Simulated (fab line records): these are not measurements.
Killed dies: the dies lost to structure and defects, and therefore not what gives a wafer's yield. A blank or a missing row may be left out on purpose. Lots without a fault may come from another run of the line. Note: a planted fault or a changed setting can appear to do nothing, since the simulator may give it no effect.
A lot that was struck, set against a sound lot + flow n5Finfet + 15 out of 1938 route steps
Sound: wafers L644.1, L644.3, L644.6. The struck wafers were L649.1, L649.4, L649.5. Last of all comes the cause.
Each step with rows lists, per side, the tool, then ch with its chambers, then its first start. Under that, the readings that differ: sound wafers + struck wafers + difference of the means + sigmas: that difference in standard deviations of wafers without a fault.
alike: readings whose means differ by less than 2 such deviations, and words and numbers that are the same on both sides. not compared: withheld readings, readings that some wafer has no value for, bounds like >300 that may hide the same value, and numbers for which the record gives no deviation and whose values overlap.
A row with sigmas, a row that says differs or no value, or rows on one side alone: a step with any of these is where the two part. Non-overlapping numbers with no deviation appear without sigmas and do not part them. Lack of a reading on every wafer of one side parts them only where that side has two or more wafers.

first, 1 step without rows for these wafers: N5_BEOL_M14_HARDBAKE_14 (time 120 s).
N5_BEOL_M14_CD_MEAS_10: target cd 250 nm.
  sound on cdSem-03 ch 0, day 12 19:58; struck on cdSem-01 ch 0, day 13 14:33
  alike: cdNm
N5_BEOL_M14_OVL_MEAS_11:
  sound on overlay-01 ch 0, day 12 20:00; struck on overlay-01 ch 0, day 13 14:35
  alike: V13_OVL
N5_BEOL_M14_INSPECT_12: inspects for defects (macro).
  sound: defectInspect-02 at day 12 20:01; struck: defectInspect-01 at day 13 14:36
  alike: rawDefectCount
N5_BEOL_M14_DESCUM_15: chemistry O2, time 7.9 s.
  sound on rieDiel-02 ch 0,1, day 12 20:14; struck on rieDiel-05 ch 0,1,2, day 13 14:56
  alike: biasPowerW, drypumpMotorCurrentA, oesProductAu, rfVppV, showerheadPlenumPTorr, tempC, throttleValvePct
  not compared: rfHoursCounterH
N5_BEOL_M14_ETCH_59: etches BARC in N2/H2, target depth 89 nm, overetch 26.7 nm, time 67.9 s.
  sound on rieDiel-02 ch 0,1, day 12 20:17; struck on rieDiel-05 ch 0,1,2, day 13 14:59
  alike: drypumpMotorCurrentA, oesProductAu, rfVppV, showerheadPlenumPTorr, throttleValvePct
  not compared: rfHoursCounterH
N5_BEOL_M14_VIA_ETCH_16: etches SiO2 in C4F8/O2/Ar, target depth 1231.3 nm.
  sound on rieDiel-02 ch 0,1, day 12 20:20; struck on rieDiel-05 ch 0,1,2, day 13 15:02
  alike: drypumpMotorCurrentA, oesProductAu, rfVppV, showerheadPlenumPTorr, throttleValvePct
N5_BEOL_M14_STRIP_63: strips in O2.
  sound: rieDiel-02 ch 0,1; struck: rieDiel-05 ch 0,1,2
| reading   | sound             | struck            | difference | sigmas |
|-----------|-------------------|-------------------|------------|--------|
| tempC (C) | 60.09 60.25 60.34 | 59.88 60.05 59.91 | -0.28      | -2     |
  alike: drypumpMotorCurrentA, oesProductAu, rfVppV, showerheadPlenumPTorr, throttleValvePct
  not compared: rfHoursCounterH
N5_BEOL_M14_STRIP_64: strips in O2.
  sound: rieDiel-02 ch 0,1; struck: rieDiel-05 ch 0,1,2
| reading   | sound             | struck            | difference | sigmas |
|-----------|-------------------|-------------------|------------|--------|
| tempC (C) | 59.75 59.94 60.01 | 60.31 60.22 59.99 | +0.27      | +2     |
  alike: drypumpMotorCurrentA, oesProductAu, rfVppV, showerheadPlenumPTorr, throttleValvePct
  not compared: rfHoursCounterH
then, 2 steps without rows for these wafers: N5_BEOL_M14_STRIP_71 (strips in post etch residue remover, time 60 s); N5_BEOL_M14_SRD_72 (time 30 s, dry time 30 s).
N5_BEOL_M14_CD_MEAS_17: target cd 250 nm.
  sound: cdSem-02 at day 12 20:41; struck: cdSem-01 at day 13 15:23
  alike: cdNm
N5_BEOL_M14_COAT_65: time 60 s, resist thk 450 nm.
  sound on lithoTrack-01 ch 0, day 12 20:43; struck on lithoTrack-01 ch 0, day 13 15:25
| reading               | sound                | struck               | difference | sigmas      |
|-----------------------|----------------------|----------------------|------------|-------------|
| heaterPowerTotalW (W) | 503.1 501.8 499.7    | 864.3 859.2 861.3    | +360.1     | +99 or more |
| plateTempC (C)        | 250.27 250.24 249.93 | 271.95 272.30 272.17 | +21.99     | +99 or more |
  alike: resistLineTempC, spinSpeedRpm
then, 1 step without rows for these wafers: N5_BEOL_M14_COAT_66 (time 60 s, resist thk 110 nm).
N5_PASSIVATION_PROBE_49:
  the record has rows for the struck wafers here (prober-02, day 15 00:17) and none for the sound ones

WHERE THEY PART
Last at N5_PASSIVATION_PROBE_49 as far as this record goes, first at N5_BEOL_M14_STRIP_63.

WHY: what the simulator had put in
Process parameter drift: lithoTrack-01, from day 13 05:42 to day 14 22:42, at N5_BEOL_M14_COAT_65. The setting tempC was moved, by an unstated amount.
